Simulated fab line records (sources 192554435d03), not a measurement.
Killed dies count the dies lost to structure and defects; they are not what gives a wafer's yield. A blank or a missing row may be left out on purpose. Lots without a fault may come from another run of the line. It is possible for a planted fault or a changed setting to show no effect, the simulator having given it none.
fab line records + flow n5Finfet + part 2 of 2: steps 22 to 33 of 33
[record]
- lots = 5
- wafers = 15
- lastDay = 18
route steps=1938 shown BEOL_M10@1470
lots with no fault: from the same line, run without faults
startH: start of the lot's first displayed wafer, in hours after the record's first day + waitH: how many hours have passed since the lot's step before this one + " repeats the value in the row above + L1.1+2: a single row standing in for several wafers + - value missing, or start not given + * or withheld: withheld + < > ~ a bound
route shown NAME@n: names a module that has steps shown in the file, with the first one's number in the route + usual: mean/standard deviation taken from wafers without a fault + same: alike in all rows + chamber/n: place in a boat + sites: per-site readings + _std_site: standard deviation across them + _edge_site: mean of outer sites minus mean of inner sites + radiusMm: for every site, how far away it sits from the centre of the wafer + mask NAME#n: copy n + behind: the last tool/chamber to shape the wafer + hold: why the lot went on hold/how many hours it stayed there/how the hold came to an end + device: the transistor (n, p or np) that didn't switch + end of line: the tests these same wafers got at the end of their route + where a step has no rows: the recipe by itself + killed: dies that structure and defects cost at the first sort, which is not the same as the wafer's yield + map: dies across one wafer; x = killed, . = not, _ = none there
set.NAME: the setting the step ran with; set.NAME@STEP: the setting that earlier step ran with + model.NAME: the simulator's own value behind a step, which no gauge read
lots seen at some steps along the route; tables by step, rows by wafer
services: from which hour (startH, from the record's first day; less than 0 if before it) a tool's chamber was out of use, for how many hours, and why
[[steps]]
[step N5_BEOL_M10_HM_OPEN_17]
[recipe]
- chemistry = Cl2/BCl3
- targetDepthA = 200
- overetchA = 60
- target = TiN
- maskMaterial = SOC
- ionEnergyEv = 150
- pressureMtorr = 10
- icpW = 1000
- biasW = 126
- Cl2_flow_sccm = 53.25
- bcl3FlowSccm = 21.75
- Ar_flow_sccm = 25
[usual]
- drypumpMotorCurrentA = 5.88/0.26
- mfcArSccm = 25.00/0.074
- oesProductAu = 0.68/0.08
- throttleValvePct = 22.18/0.16
| lot.wafer | tool        | chamber | startH | waitH | drypumpMotorCurrentA | mfcArSccm | oesProductAu | rfHoursCounterH | throttleValvePct |
|-----------|-------------|---------|--------|-------|----------------------|-----------|--------------|-----------------|------------------|
| L078.2    | rieMetal-03 | 1       | 235.58 | 0.1   | 6.03                 | 24.98     | 0.60         | 67              | 21.97            |
| L078.3    | "           | 1       | "      | "     | 6.02                 | 24.96     | 0.59         | -               | 21.96            |
| L078.5    | "           | 1       | "      | "     | 6.01                 | 25.00     | 0.60         | -               | 21.97            |
| L079.2    | rieMetal-02 | 1       | 239.16 | 0.0   | 5.47                 | 24.95     | 0.74         | 13              | 22.14            |
| L079.4    | "           | 0       | "      | "     | 5.81                 | 24.91     | 0.70         | -               | 22.11            |
| L079.5    | "           | 0       | "      | "     | 5.80                 | 25.06     | 0.71         | -               | 22.10            |
| L082.1    | rieMetal-03 | 1       | 265.42 | 0.0   | 6.01                 | 25.04     | 0.60         | 69              | 21.98            |
| L082.2    | "           | 0       | "      | "     | 6.23                 | 25.06     | 0.75         | 17              | 22.22            |
| L082.6    | "           | 0       | "      | "     | 6.25                 | 25.02     | 0.75         | -               | 22.23            |
| L084.1    | rieMetal-03 | 1       | 277.08 | 0.0   | 6.01                 | 25.16     | 0.59         | 71              | 21.97            |
| L084.4    | "           | 1       | "      | "     | 6.02                 | 24.97     | 0.58         | -               | 21.97            |
| L084.5    | "           | 1       | "      | "     | 6.01                 | 25.08     | 0.58         | -               | 21.97            |
| L097.1    | rieMetal-01 | 1       | 371.10 | 0.0   | 5.97                 | 24.86     | 0.80         | 3               | 22.32            |
| L097.2    | "           | 1       | "      | "     | 5.98                 | 24.92     | 0.79         | -               | 22.33            |
| L097.4    | "           | 1       | "      | "     | 6.01                 | 24.98     | 0.79         | -               | 22.31            |
[step N5_BEOL_M10_STRIP_19]
[recipe]
- chemistry = O2
- powerW = 400
- tempC = 40
- pressureMtorr = 30
- rfFrequencyHz = 6e+07
- biasPowerW = 0
- overashFraction = 0.2
- o2FlowSccm = 225
[usual]
- drypumpMotorCurrentA = 5.9/0.56
- o2FlowSccm = 224.9/0.66
- oesProductAu = 0.81/0.089
- rfVppV = 3.7/0.65
- showerheadPlenumPTorr = 2.08/0.08
- throttleValvePct = 16.62/0.25
| lot.wafer | tool       | chamber | startH | waitH | drypumpMotorCurrentA | o2FlowSccm | oesProductAu | rfHoursCounterH | rfVppV | showerheadPlenumPTorr | throttleValvePct |
|-----------|------------|---------|--------|-------|----------------------|------------|--------------|-----------------|--------|-----------------------|------------------|
| L078.2    | rieDiel-02 | 2       | 235.69 | 0.1   | 6.2                  | 225.1      | 0.76         | 111             | 4.5    | 2.03                  | 16.76            |
| L078.3    | "          | 3       | "      | "     | 6.0                  | 223.6      | 0.69         | 241             | 3.7    | 2.06                  | 16.89            |
| L078.5    | "          | 2       | "      | "     | 6.2                  | 224.4      | 0.76         | -               | 4.4    | 2.03                  | 16.73            |
| L079.2    | rieDiel-02 | 1       | 239.27 | 0.1   | 5.5                  | 224.8      | 0.83         | 56              | 2.5    | 2.04                  | 16.20            |
| L079.4    | "          | 0       | "      | "     | 5.1                  | 226.0      | 0.86         | 68              | 2.4    | 2.06                  | 16.60            |
| L079.5    | "          | 0       | "      | "     | 5.0                  | 226.8      | 0.85         | -               | 3.9    | 2.06                  | 16.59            |
| L082.1    | rieDiel-02 | 2       | 265.53 | 0.1   | 6.2                  | 225.4      | 0.76         | 123             | 2.7    | 2.03                  | 16.77            |
| L082.2    | "          | 1       | "      | "     | 5.5                  | 224.9      | 0.82         | 68              | 3.4    | 2.04                  | 16.22            |
| L082.6    | "          | 1       | "      | "     | 5.5                  | 224.0      | 0.82         | -               | 4.0    | 2.04                  | 16.23            |
| L084.1    | rieDiel-06 | 1       | 277.20 | 0.1   | 5.9                  | 225.8      | 0.89         | 37              | 4.0    | 2.23                  | 16.34            |
| L084.4    | "          | 2       | "      | "     | 6.2                  | 224.8      | 0.87         | 61              | 3.8    | 2.05                  | 16.64            |
| L084.5    | "          | 3       | "      | "     | 6.4                  | 224.0      | 0.70         | -               | 3.8    | 2.16                  | 16.89            |
| L097.1    | rieDiel-05 | 1       | 371.33 | 0.2   | 6.4                  | 225.0      | 0.82         | 105             | 3.6    | 2.03                  | 16.63            |
| L097.2    | "          | 3       | "      | "     | 4.9                  | 224.6      | 0.75         | 113             | 3.3    | 2.03                  | 16.34            |
| L097.4    | "          | 2       | "      | "     | 6.6                  | 225.1      | 0.93         | 14              | 3.5    | 2.08                  | 16.50            |
[step N5_BEOL_M10_CD_MEAS_18]
[recipe]
- pitchNm = 140
- targetCdNm = 70
[usual]
- cdNm = 70.2/0.61
| lot.wafer | tool     | chamber | startH | waitH | cdNm |
|-----------|----------|---------|--------|-------|------|
| L078.2    | cdSem-02 | -       | 235.76 | 0.1   | 70.7 |
| L078.3    | "        | -       | "      | "     | 70.1 |
| L078.5    | "        | -       | "      | "     | 70.6 |
| L079.2    | cdSem-01 | -       | 239.34 | 0.1   | 69.5 |
| L079.4    | "        | -       | "      | "     | 70.3 |
| L079.5    | "        | -       | "      | "     | 70.2 |
| L082.1    | cdSem-01 | -       | 265.62 | 0.1   | 69.9 |
| L082.2    | "        | -       | "      | "     | 68.9 |
| L082.6    | "        | -       | "      | "     | 70.6 |
| L084.1    | cdSem-01 | -       | 277.26 | 0.0   | 70.3 |
| L084.4    | "        | -       | "      | "     | 70.6 |
| L084.5    | "        | -       | "      | "     | 69.7 |
| L097.1    | cdSem-01 | -       | 371.40 | 0.0   | 71.0 |
| L097.2    | "        | -       | "      | "     | 69.9 |
| L097.4    | "        | -       | "      | "     | 70.2 |
[step N5_BEOL_M10_COAT_63]
[recipe]
- resist = SOC
- tempC = 250
- timeS = 60
- spinRpm = 1500
- resistThkNm = 100
[usual]
- spinSpeedRpm = 1500.0/0.9
| lot.wafer | tool          | chamber | startH | waitH | spinSpeedRpm |
|-----------|---------------|---------|--------|-------|--------------|
| L078.2    | lithoTrack-05 | 0       | 237.62 | 1.9   | 1500.2       |
| L078.3    | "             | 0       | "      | "     | 1500.1       |
| L078.5    | "             | 0       | "      | "     | 1499.1       |
| L079.2    | lithoTrack-03 | 0       | 239.49 | 0.2   | 1499.7       |
| L079.4    | "             | 0       | "      | "     | 1498.9       |
| L079.5    | "             | 0       | "      | "     | 1499.4       |
| L082.1    | lithoTrack-03 | 0       | 268.33 | 2.7   | 1500.5       |
| L082.2    | "             | 0       | "      | "     | 1500.2       |
| L082.6    | "             | 0       | "      | "     | 1501.3       |
| L084.1    | lithoTrack-02 | 0       | 281.71 | 4.4   | 1500.1       |
| L084.4    | "             | 0       | "      | "     | 1501.5       |
| L084.5    | "             | 0       | "      | "     | 1500.4       |
| L097.1    | lithoTrack-02 | 0       | 371.94 | 0.5   | 1499.2       |
| L097.2    | "             | 0       | "      | "     | 1500.6       |
| L097.4    | "             | 0       | "      | "     | 1500.2       |
[step N5_BEOL_M10_COAT_64]
[recipe]
- resist = SiARC
- tempC = 220
- timeS = 60
- spinRpm = 1500
- resistThkNm = 30
[usual]
- spinSpeedRpm = 1500.0/0.94
| lot.wafer | tool          | chamber | startH | waitH | spinSpeedRpm |
|-----------|---------------|---------|--------|-------|--------------|
| L078.2    | lithoTrack-05 | 0       | -      | -     | 1500.7       |
| L078.3    | "             | 0       | "      | "     | 1500.8       |
| L078.5    | "             | 0       | "      | "     | 1498.8       |
| L079.2    | lithoTrack-03 | 0       | -      | -     | 1501.3       |
| L079.4    | "             | 0       | "      | "     | 1500.6       |
| L079.5    | "             | 0       | "      | "     | 1499.9       |
| L082.1    | lithoTrack-03 | 0       | -      | -     | 1498.6       |
| L082.2    | "             | 0       | "      | "     | 1498.5       |
| L082.6    | "             | 0       | "      | "     | 1499.8       |
| L084.1    | lithoTrack-02 | 0       | -      | -     | 1500.2       |
| L084.4    | "             | 0       | "      | "     | 1501.2       |
| L084.5    | "             | 0       | "      | "     | 1500.3       |
| L097.1    | lithoTrack-02 | 0       | -      | -     | 1499.3       |
| L097.2    | "             | 0       | "      | "     | 1499.6       |
| L097.4    | "             | 0       | "      | "     | 1499.2       |
[step N5_BEOL_M10_COAT_22]
[recipe]
- resist = CAR-ArF
- spinRpm = 1500
- resistThkNm = 90
[usual]
- spinSpeedRpm = 1500.0/0.9
| lot.wafer | tool          | chamber | startH | waitH | spinSpeedRpm |
|-----------|---------------|---------|--------|-------|--------------|
| L078.2    | lithoTrack-05 | 0       | -      | -     | 1501.0       |
| L078.3    | "             | 0       | "      | "     | 1498.8       |
| L078.5    | "             | 0       | "      | "     | 1499.2       |
| L079.2    | lithoTrack-03 | 0       | -      | -     | 1500.4       |
| L079.4    | "             | 0       | "      | "     | 1500.1       |
| L079.5    | "             | 0       | "      | "     | 1500.6       |
| L082.1    | lithoTrack-03 | 0       | -      | -     | 1500.1       |
| L082.2    | "             | 0       | "      | "     | 1500.4       |
| L082.6    | "             | 0       | "      | "     | 1498.6       |
| L084.1    | lithoTrack-02 | 0       | -      | -     | 1499.3       |
| L084.4    | "             | 0       | "      | "     | 1499.6       |
| L084.5    | "             | 0       | "      | "     | 1500.1       |
| L097.1    | lithoTrack-02 | 0       | -      | -     | 1499.6       |
| L097.2    | "             | 0       | "      | "     | 1499.5       |
| L097.4    | "             | 0       | "      | "     | 1500.0       |
[step N5_BEOL_M10_EBR_24]
[recipe]
- solvent = PGMEA
- ebrWidthMm = 1.5
[same]
- ebrWidthMm = 1.5
| lot.wafer  | tool          | chamber | startH | waitH |
|------------|---------------|---------|--------|-------|
| L078.2+3+5 | lithoTrack-05 | 0       | -      | -     |
| L079.2+4+5 | lithoTrack-03 | 0       | -      | -     |
| L082.1+2+6 | lithoTrack-03 | 0       | -      | -     |
| L084.1+4+5 | lithoTrack-02 | 0       | -      | -     |
| L097.1+2+4 | lithoTrack-02 | 0       | -      | -     |
[step N5_BEOL_M10_SOFTBAKE_23]
[recipe]
- tempC = 110
- timeS = 60
- resist = CAR-ArF
| lot.wafer  | tool          | chamber | startH | waitH |
|------------|---------------|---------|--------|-------|
| L078.2+3+5 | lithoTrack-05 | 0       | -      | -     |
| L079.2+4+5 | lithoTrack-03 | 0       | -      | -     |
| L082.1+2+6 | lithoTrack-03 | 0       | -      | -     |
| L084.1+4+5 | lithoTrack-02 | 0       | -      | -     |
| L097.1+2+4 | lithoTrack-02 | 0       | -      | -     |
[step N5_BEOL_M10_EXPOSE_25]
[recipe]
- maskId = V9
- na = 1.35
- sourceShape = annular
- sigmaInner = 0.5
- sigmaOuter = 0.8
- polarization = unpolarized
- doseMj = 85.5
| lot.wafer  | tool           | chamber | startH | waitH | mask |
|------------|----------------|---------|--------|-------|------|
| L078.2+3+5 | arfiScanner-02 | 0       | 237.87 | -     | V9#0 |
| L079.2+4+5 | arfiScanner-02 | 0       | 239.62 | -     | V9#0 |
| L082.1+2+6 | arfiScanner-01 | 0       | 268.58 | -     | V9#0 |
| L084.1+4+5 | arfiScanner-01 | 0       | 281.83 | -     | V9#0 |
| L097.1+2+4 | arfiScanner-03 | 0       | 372.06 | -     | V9#0 |
[step N5_BEOL_M10_PEB_26]
[recipe]
- pebTempC = withheld
- pebTimeS = 60
- resist = CAR-ArF
| lot.wafer  | tool          | chamber | startH | waitH |
|------------|---------------|---------|--------|-------|
| L078.2+3+5 | lithoTrack-03 | 0       | 237.93 | 0.1   |
| L079.2+4+5 | lithoTrack-02 | 0       | 239.67 | 0.1   |
| L082.1+2+6 | lithoTrack-03 | 0       | 268.64 | 0.1   |
| L084.1+4+5 | lithoTrack-03 | 0       | 281.90 | 0.1   |
| L097.1+2+4 | lithoTrack-02 | 0       | 372.12 | 0.1   |
[step N5_BEOL_M10_DEVELOP_27]
[recipe]
- developTimeS = 30
- developer = TMAH
- resist = CAR-ArF
- rinseLiquid = diw
- dry = airSpin
- devTempC = 23
| lot.wafer  | tool          | chamber | startH | waitH |
|------------|---------------|---------|--------|-------|
| L078.2+3+5 | lithoTrack-03 | 0       | -      | -     |
| L079.2+4+5 | lithoTrack-02 | 0       | -      | -     |
| L082.1+2+6 | lithoTrack-03 | 0       | -      | -     |
| L084.1+4+5 | lithoTrack-03 | 0       | -      | -     |
| L097.1+2+4 | lithoTrack-02 | 0       | -      | -     |
[step N5_BEOL_M10_CD_MEAS_28]
[recipe]
- targetCdNm = 70
- landingEnergyEv = 500
- detector = seInlens
- polarity = opening
[usual]
- cdNm = 70.3/0.96
| lot.wafer | tool     | chamber | startH | waitH | cdNm |
|-----------|----------|---------|--------|-------|------|
| L078.2    | cdSem-02 | 0       | 238.00 | -     | 70.7 |
| L078.3    | "        | 0       | "      | "     | 72.1 |
| L078.5    | "        | 0       | "      | "     | 70.4 |
| L079.2    | cdSem-03 | 0       | 239.74 | -     | 70.9 |
| L079.4    | "        | 0       | "      | "     | 70.8 |
| L079.5    | "        | 0       | "      | "     | 69.6 |
| L082.1    | cdSem-02 | 0       | 268.71 | -     | 69.5 |
| L082.2    | "        | 0       | "      | "     | 69.8 |
| L082.6    | "        | 0       | "      | "     | 70.0 |
| L084.1    | cdSem-01 | 0       | 281.96 | -     | 70.7 |
| L084.4    | "        | 0       | "      | "     | 70.9 |
| L084.5    | "        | 0       | "      | "     | 71.2 |
| L097.1    | cdSem-03 | 0       | 372.19 | -     | 67.8 |
| L097.2    | "        | 0       | "      | "     | 71.0 |
| L097.4    | "        | 0       | "      | "     | 69.9 |
[[services]]
| tool           | chamber | startH | hours | kind   |
|----------------|---------|--------|-------|--------|
| rieDiel-06     | 0       | 220.63 | 6.6   | repair |
| uvCure-01      | -       | 222.49 | 1.4   | repair |
| rieDiel-02     | -       | 229.71 | 0.5   | repair |
| arfiScanner-02 | -       | 229.76 | 0.5   | repair |
| arfiScanner-01 | -       | 234.10 | 1.3   | pm     |
| arfiScanner-02 | -       | 246.11 | 1.0   | pm     |
| arfiScanner-03 | -       | 254.97 | 1.0   | pm     |
| rieDiel-05     | 0       | 258.19 | 9.4   | repair |
| rieDiel-02     | 0       | 264.49 | 9.9   | repair |
| arfiScanner-03 | -       | 268.13 | 3.1   | pm     |
| arfiScanner-01 | -       | 268.76 | 0.8   | pm     |
| arfiScanner-01 | -       | 280.44 | 0.9   | repair |
| arfiScanner-03 | -       | 300.80 | 1.3   | pm     |
| arfiScanner-02 | -       | 301.11 | 0.8   | pm     |
| arfiScanner-01 | -       | 302.83 | 1.0   | pm     |
| rieDiel-05     | 0       | 307.30 | 4.3   | repair |
| pvdSputter-01  | -       | 320.04 | 19.6  | repair |
| arfiScanner-02 | -       | 326.07 | 1.0   | pm     |
| arfiScanner-03 | -       | 327.32 | 0.8   | pm     |
| arfiScanner-02 | -       | 328.12 | 1.3   | pm     |
| rieDiel-06     | 3       | 328.29 | 2.5   | repair |
| arfiScanner-01 | -       | 345.19 | 1.0   | pm     |
| pvdSputter-01  | -       | 354.53 | 5.4   | repair |
| arfiScanner-01 | -       | 359.60 | 1.3   | pm     |
